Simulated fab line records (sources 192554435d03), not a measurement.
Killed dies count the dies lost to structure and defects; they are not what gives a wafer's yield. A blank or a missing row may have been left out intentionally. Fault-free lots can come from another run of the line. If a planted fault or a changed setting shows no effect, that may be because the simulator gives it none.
fab line records	flow n5-finfet
record lots=14	wafers=34	last-day=16
route steps=1938 shown DUMMY_GATE@237 SD_EPI_N@294 SD_EPI_P@297
lots that met no fault: taken from a fault-free run of the same line
start-h: hours from the record's opening day to when the first of the lot's shown wafers began	wait-h: time in hours since the lot's previous step	" same as the row above	L1.1+2: several wafers, shown together as one row	- no value present, or no start provided	* or withheld: withheld	< > ~ a bound
route shown NAME@n: NAME is a module with steps in the file, n the number in the route of the first one	usual: the fault-free wafers' mean and standard deviation	same: alike in all rows	chamber/n: place in a boat	sites: readings site by site	_std_site: their standard deviation	_edge_site: mean of outer sites minus mean of inner sites	radius-mm: how far each site lies from the wafer's centre	mask NAME#n: copy n	behind: the most recent tool/chamber to have shaped the wafer	hold: reason for holding the lot/hours on hold/outcome of the hold	device: transistor that didn't switch, given as n, p or np	end of line: at the end of the route, the tests of the same wafers	a step without rows: its recipe alone	killed: at the first sort, the dies lost to defects and structure; wafer yield is something else	map: shows each die of a wafer: x if killed, . if not, _ if none is there
set.NAME: the setting the step ran with; set.NAME@STEP: the setting that earlier step ran with	model.NAME: the simulator's own value behind a step, which no gauge read
the route's steps for a sample of lots (tables are steps, rows are wafers)
services: a tool's chamber out of use, with start hour (start-h, from the record's first day; less than 0 if before it), hours out, and reason
## steps
# step N5_DUMMY_GATE_ETCH_37
# recipe chemistry=N2/H2	target=SOC	target-depth-a=600	overetch-a=300	temp-c=40	ion-energy-ev=200	pressure-mtorr=30	source-w=840	bias-w=150	n2-flow-sccm=200	h2-flow-sccm=200
# usual bias-w=149.9/0.43	drypump-motor-current-A=5.6/0.56	oes-product-au=0.62/0.067	rf-vpp-V=523.4/3	showerhead-plenum-p-Torr=2.52/0.11	throttle-valve-pct=17.83/0.26
lot.wafer	tool	chamber	start-h	wait-h	bias-w	drypump-motor-current-A	oes-product-au	rf-hours-counter-h	rf-vpp-V	showerhead-plenum-p-Torr	throttle-valve-pct
L205.3	rie-diel-06	0	64.33	0.0	149.4	6.2	0.59	186	520.6	2.44	18.29
L205.6	"	3	"	"	150.2	4.8	0.70	-	524.7	2.57	17.67
L206.2	rie-diel-03	2	73.15	0.0	149.5	5.2	0.73	9	522.4	2.49	17.70
L206.3	"	0	"	"	149.4	6.0	0.56	180	528.0	2.64	17.68
L207.1	rie-diel-02	3	77.86	0.0	150.1	6.0	0.56	225	525.3	2.63	17.91
L207.2	"	0	"	"	149.7	5.8	0.61	110	518.1	2.37	18.21
L208.3	rie-diel-03	0	81.97	0.0	150.2	5.9	0.56	184	526.7	2.64	17.67
L208.5	"	3	"	"	149.5	6.5	0.56	-	520.7	2.41	17.74
L210.1	rie-diel-06	1	95.18	0.0	149.8	5.4	0.65	70	528.8	2.66	17.39
L210.3	"	3	"	"	149.7	4.8	0.68	64	526.7	2.57	17.69
L212.2	rie-diel-02	1	106.19	0.0	149.9	5.5	0.57	207	522.6	2.50	18.15
L212.3	"	0	"	"	150.0	5.7	0.60	118	519.1	2.37	18.22
L212.6	"	0	"	"	149.8	5.7	0.61	-	518.1	2.37	18.22
L214.2	rie-diel-06	1	118.45	0.0	149.8	5.4	0.65	78	526.0	2.66	17.39
L214.3	"	3	"	"	150.8	4.8	0.67	73	525.3	2.56	17.73
L214.6	"	1	"	"	149.6	5.4	0.65	-	526.9	2.65	17.40
L215.5	rie-diel-03	1	124.67	0.0	150.5	5.0	0.73	-	527.8	2.72	17.55
L215.6	"	3	"	"	150.0	6.5	0.57	-	522.5	2.41	17.77
L216.1	rie-diel-06	0	129.00	0.0	149.8	6.2	0.58	207	521.5	2.43	18.33
L216.5	"	0	"	"	149.9	6.2	0.57	-	518.5	2.43	18.34
L218.1	rie-diel-03	1	144.03	0.0	150.4	5.0	0.72	16	527.3	2.72	17.57
L218.3	"	0	"	"	150.2	6.0	0.56	201	525.4	2.64	17.72
L218.5	"	2	"	"	150.0	5.3	0.69	-	522.4	2.48	17.74
L220.1	rie-diel-06	2	153.97	0.0	149.4	4.8	0.56	220	523.0	2.51	18.17
L220.2	"	1	"	"	149.8	5.4	0.65	90	527.3	2.65	17.42
L221.2	rie-diel-02	3	158.88	0.0	150.9	6.0	0.55	250	526.2	2.62	17.97
L221.3	"	2	"	"	150.1	5.6	0.68	68	522.9	2.45	17.71
L221.4	"	1	"	"	150.2	5.4	0.55	224	523.5	2.50	18.17
L224.4	rie-diel-03	3	178.40	0.0	149.9	6.5	0.56	-	520.4	2.40	17.79
L224.5	"	1	"	"	149.4	5.0	0.71	-	528.0	2.71	17.59
L224.6	"	2	"	"	149.3	5.3	0.68	-	521.8	2.48	17.75
L225.2	rie-diel-03	2	189.04	0.0	149.8	5.3	0.68	47	523.5	2.48	17.76
L225.4	"	3	"	"	150.5	6.5	0.55	-	519.5	2.40	17.82
L225.6	"	2	"	"	149.9	5.3	0.67	-	520.0	2.48	17.78
# step N5_DUMMY_GATE_ETCH_23
# recipe chemistry=HBr/Cl2/O2	HBr_flow_sccm=150	Cl2_flow_sccm=80	O2_flow_sccm=12	bias-w=102	target-depth-a=410	time-s=22.3	target=poly-Si	mask-material=SiO2	pressure-mtorr=10	icp-w=800
# usual bias-w=102.01/0.29	drypump-motor-current-A=5.7/0.42	mfc-cl2-sccm=80.01/0.24	oes-product-au=0.995/0.024	throttle-valve-pct=37.3/0.45
lot.wafer	tool	chamber	start-h	wait-h	bias-w	drypump-motor-current-A	mfc-cl2-sccm	oes-product-au	rf-hours-counter-h	throttle-valve-pct
L205.3	rie-si-02	2	64.88	0.0	101.46	6.4	80.01	0.960	34	37.8
L205.6	"	1	"	"	102.56	5.2	79.99	1.008	-	37.4
L206.2	rie-si-03	3	73.72	0.0	102.05	5.6	79.61	0.988	199	37.6
L206.3	"	1	"	"	101.79	5.6	80.08	0.972	121	36.9
L207.1	rie-si-02	3	78.41	0.0	102.08	5.9	79.96	0.947	45	36.5
L207.2	"	0	"	"	102.06	6.1	79.80	1.015	192	37.7
L208.3	rie-si-03	2	82.64	0.0	102.08	5.2	80.13	0.994	165	36.8
L208.5	"	2	"	"	102.09	5.3	79.46	0.991	-	36.8
L210.1	rie-si-02	0	95.79	0.0	102.36	6.2	80.11	1.015	192	37.7
L210.3	"	1	"	"	102.24	5.2	79.91	0.983	85	37.4
L212.2	rie-si-02	3	106.94	0.0	101.72	5.8	80.36	0.962	45	36.5
L212.3	"	1	"	"	102.17	5.2	80.15	0.986	85	37.4
L212.6	"	2	"	"	102.46	6.4	79.99	0.964	-	37.9
L214.2	rie-si-02	1	119.01	0.0	102.26	5.2	80.04	0.969	86	37.4
L214.3	"	3	"	"	102.59	5.8	80.01	0.953	46	36.5
L214.6	"	0	"	"	102.04	6.1	80.01	1.016	-	37.7
L215.5	rie-si-02	2	125.36	0.0	101.99	6.4	80.26	0.969	-	37.9
L215.6	"	3	"	"	101.85	5.9	79.81	0.968	-	36.5
L216.1	rie-si-06	1	129.62	0.0	102.32	6.2	80.05	0.991	72	37.9
L216.5	"	0	"	"	102.21	6.2	80.23	0.985	-	37.4
L218.1	rie-si-03	2	144.77	0.0	101.36	5.2	79.95	0.989	166	36.7
L218.3	"	1	"	"	102.06	5.6	79.72	0.971	122	36.9
L218.5	"	2	"	"	101.44	5.3	79.65	0.994	-	36.7
L220.1	rie-si-02	2	154.54	0.0	101.85	6.3	79.96	0.957	36	37.9
L220.2	"	0	"	"	102.06	6.1	79.36	1.007	193	37.7
L221.2	rie-si-06	1	159.43	0.0	101.88	6.1	79.94	1.015	73	37.9
L221.3	"	2	"	"	102.10	5.6	79.83	1.021	64	37.4
L221.4	"	3	"	"	101.80	4.9	80.09	1.040	86	37.7
L224.4	rie-si-03	0	178.94	0.0	102.29	6.0	79.68	1.033	186	37.4
L224.5	"	1	"	"	102.05	5.6	80.09	0.987	-	36.9
L224.6	"	2	"	"	102.16	5.2	80.15	0.995	-	36.8
L225.2	rie-si-02	0	189.93	0.0	101.92	6.1	79.95	0.986	0	37.4
L225.4	"	2	"	"	101.83	6.4	80.35	0.970	37	37.8
L225.6	"	3	"	"	102.20	5.8	79.96	0.958	-	36.5
# step N5_SD_EPI_N_INSPECT_26
# recipe inspect-instrument=darkfield	mode=post-epi
# usual raw-defect-count=195/41
lot.wafer	tool	chamber	start-h	wait-h	raw-defect-count
L205.3	defect-inspect-02	-	71.77	0.1	181
L205.6	"	-	"	"	166
L206.2	defect-inspect-01	-	80.96	0.1	251
L206.3	"	-	"	"	293
L207.1	defect-inspect-02	-	84.30	0.1	113
L207.2	"	-	"	"	204
L208.3	defect-inspect-02	-	88.12	0.1	151
L208.5	"	-	"	"	204
L210.1	defect-inspect-02	-	101.40	0.1	192
L210.3	"	-	"	"	196
L212.2	defect-inspect-02	-	112.84	0.1	171
L212.3	"	-	"	"	187
L212.6	"	-	"	"	239
L214.2	defect-inspect-01	-	124.61	0.1	151
L214.3	"	-	"	"	145
L214.6	"	-	"	"	231
L215.5	defect-inspect-02	-	131.92	0.0	155
L215.6	"	-	"	"	178
L216.1	defect-inspect-02	-	136.41	0.2	191
L216.5	"	-	"	"	220
L218.1	defect-inspect-01	-	151.15	0.1	239
L218.3	"	-	"	"	199
L218.5	"	-	"	"	282
L220.1	defect-inspect-01	-	160.09	0.1	215
L220.2	"	-	"	"	250
L221.2	defect-inspect-02	-	166.10	0.1	159
L221.3	"	-	"	"	177
L221.4	"	-	"	"	189
L224.4	defect-inspect-02	-	185.39	0.1	179
L224.5	"	-	"	"	189
L224.6	"	-	"	"	174
L225.2	defect-inspect-02	-	195.42	0.1	125
L225.4	"	-	"	"	166
L225.6	"	-	"	"	151
# step N5_SD_EPI_P_COAT_03
# recipe resist=CAR-ArF-block	spin-rpm=1500	resist-thk-nm=150
# usual dispense-pressure-kPa=46/3.5	spin-speed-rpm=1499.9/1.1
lot.wafer	tool	chamber	start-h	wait-h	dispense-pressure-kPa	spin-speed-rpm
L205.3	litho-track-04	0	71.81	-	44	1501.5
L205.6	"	0	"	"	44	1501.0
L206.2	litho-track-03	0	81.00	-	45	1501.5
L206.3	"	0	"	"	45	1501.8
L207.1	litho-track-03	0	84.34	-	45	1498.5
L207.2	"	0	"	"	45	1500.3
L208.3	litho-track-04	0	88.16	-	44	1499.0
L208.5	"	0	"	"	44	1500.5
L210.1	litho-track-04	0	101.44	-	44	1499.9
L210.3	"	0	"	"	44	1499.5
L212.2	litho-track-02	0	112.87	-	53	1499.6
L212.3	"	0	"	"	53	1500.8
L212.6	"	0	"	"	53	1501.2
L214.2	litho-track-03	0	124.65	-	45	1500.0
L214.3	"	0	"	"	45	1499.0
L214.6	"	0	"	"	45	1499.8
L215.5	litho-track-03	0	131.96	-	45	1500.1
L215.6	"	0	"	"	45	1500.6
L216.1	litho-track-02	0	136.45	-	53	1500.4
L216.5	"	0	"	"	53	1498.2
L218.1	litho-track-02	0	151.19	-	53	1501.8
L218.3	"	0	"	"	53	1499.1
L218.5	"	0	"	"	53	1499.3
L220.1	litho-track-04	0	160.13	-	44	1501.3
L220.2	"	0	"	"	44	1498.5
L221.2	litho-track-04	0	166.14	-	44	1497.5
L221.3	"	0	"	"	44	1498.8
L221.4	"	0	"	"	44	1499.9
L224.4	litho-track-04	0	185.43	-	44	1675.6
L224.5	"	0	"	"	44	1675.9
L224.6	"	0	"	"	44	1676.9
L225.2	litho-track-04	0	195.46	-	44	1675.8
L225.4	"	0	"	"	44	1676.2
L225.6	"	0	"	"	44	1674.5
## services
tool	chamber	start-h	hours	kind
rie-si-02	0	44.16	3.5	repair
rie-diel-03	-	48.55	2.8	pm
rie-diel-03	-	51.49	0.5	repair
rie-diel-03	1	68.41	-	clean
rie-diel-03	1	68.41	-	consumable-replace:focus-ring
rie-diel-03	1	68.41	-	consumable-replace:showerhead
rie-diel-03	1	68.41	23.2	scheduled-down
rie-diel-03	1	68.41	23.2	vent-cycle
rie-diel-06	1	70.09	4.3	repair
rie-si-03	3	78.49	-	clean
rie-si-03	3	78.49	20.6	scheduled-down
rie-si-03	3	78.49	20.6	vent-cycle
rie-diel-06	-	98.98	0.4	repair
rie-diel-03	0	115.96	8.9	repair
rie-si-03	-	126.25	0.8	repair
rie-diel-02	3	159.07	-	clean
rie-diel-02	3	159.07	-	consumable-replace:focus-ring
rie-diel-02	3	159.07	16.3	scheduled-down
rie-diel-02	3	159.07	16.3	vent-cycle
rie-si-02	0	160.57	-	clean
rie-si-02	0	160.57	24.8	scheduled-down
rie-si-02	0	160.57	24.8	vent-cycle
rie-diel-06	0	163.38	9.6	repair
## key
first-sign step=N5_SD_EPI_P_COAT_03	reading=spin-speed-rpm	direction=up	sigmas=99+	usual=*	struck=*
effect none on later readings
met-at N5_SD_EPI_P_COAT_03
struck-lots L224,L225
rows-end L224.4,L224.5,L224.6,L225.2,L225.4,L225.6
not-acting-at N5_DUMMY_GATE_ETCH_37,N5_DUMMY_GATE_ETCH_23,N5_SD_EPI_N_INSPECT_26
onset-between 166.14 185.43
earlier-fault kind=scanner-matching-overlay	tool=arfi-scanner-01	chamber=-	onset-h=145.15	steps=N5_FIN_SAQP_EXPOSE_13	offset=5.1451
fault kind=process-parameter-drift	tool=litho-track-04	chamber=-	onset-h=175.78	steps=N5_SD_EPI_P_COAT_03	channel=spin-rpm	offset=*	shape=step	acts-in=*	stated=*
# rows-end: these wafers met a further fault down the route, and their rows from its step on are left out
